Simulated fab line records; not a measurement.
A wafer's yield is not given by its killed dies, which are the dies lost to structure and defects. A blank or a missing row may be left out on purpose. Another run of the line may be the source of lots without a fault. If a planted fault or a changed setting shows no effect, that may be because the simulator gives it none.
Matching of chambers / flow n5-finfet / N5_MOL_CONTACT_COAG_ETCH_47 on rie-diel-04: 4 sister chambers
The step etches SiNx in CH3F/O2, stops on W, target depth 27 nm. 8 wafers are shown with their chamber, then 7 later ones without.

WAFERS PAIRED WITH THEIR CHAMBERS
wafer=L075.2; chamber=3; showerhead-plenum-p-Torr (Torr)=1.98; throttle-valve-pct (%)=16.75
wafer=L075.5; chamber=3; showerhead-plenum-p-Torr (Torr)=1.98; throttle-valve-pct (%)=16.78
wafer=L083.5; chamber=2; showerhead-plenum-p-Torr (Torr)=1.96; throttle-valve-pct (%)=16.32
wafer=L091.2; chamber=1; showerhead-plenum-p-Torr (Torr)=1.95; throttle-valve-pct (%)=16.05
wafer=L091.3; chamber=0; showerhead-plenum-p-Torr (Torr)=2.13; throttle-valve-pct (%)=16.60
wafer=L091.6; chamber=2; showerhead-plenum-p-Torr (Torr)=1.95; throttle-valve-pct (%)=16.34
wafer=L093.2; chamber=0; showerhead-plenum-p-Torr (Torr)=2.13; throttle-valve-pct (%)=16.61
wafer=L093.3; chamber=1; showerhead-plenum-p-Torr (Torr)=1.95; throttle-valve-pct (%)=16.04

WAFERS WITH NO CHAMBER GIVEN
wafer=L093.4; showerhead-plenum-p-Torr (Torr)=1.95; throttle-valve-pct (%)=16.37
wafer=L094.2; showerhead-plenum-p-Torr (Torr)=2.13; throttle-valve-pct (%)=16.62
wafer=L094.3; showerhead-plenum-p-Torr (Torr)=1.95; throttle-valve-pct (%)=16.05
wafer=L094.4; showerhead-plenum-p-Torr (Torr)=1.96; throttle-valve-pct (%)=16.83
wafer=L096.1; showerhead-plenum-p-Torr (Torr)=2.13; throttle-valve-pct (%)=16.62
wafer=L096.2; showerhead-plenum-p-Torr (Torr)=1.95; throttle-valve-pct (%)=16.06
wafer=L096.4; showerhead-plenum-p-Torr (Torr)=1.95; throttle-valve-pct (%)=16.07

WHICH CHAMBER EACH WENT THROUGH
wafer=L093.4; from the rows above=2; in truth=2
wafer=L094.2; from the rows above=0; in truth=0
wafer=L094.3; from the rows above=1; in truth=1
wafer=L094.4; from the rows above=3; in truth=3
wafer=L096.1; from the rows above=0; in truth=0
wafer=L096.2; from the rows above=1; in truth=1
wafer=L096.4; from the rows above=1; in truth=1
Correctly placed: 7 of 7. Number that these rows cannot place: 0. Placed wrongly: 0.
How it was worked out, from the rows above alone: a wafer's distance from a chamber is the root of the sum, over the readings, of the square of ((its reading less the chamber's mean) divided by the reading's scatter). If the next closest chamber is less than 2 further off than the closest, the wafer can't be placed; otherwise it belongs to the closest. For every chamber, the mean is computed from those of its wafers that are shown. How the scatter is found: for the shown wafers, subtract from each reading the mean of its chamber, square and add these, divide the total by (wafers less chambers), then take the root.
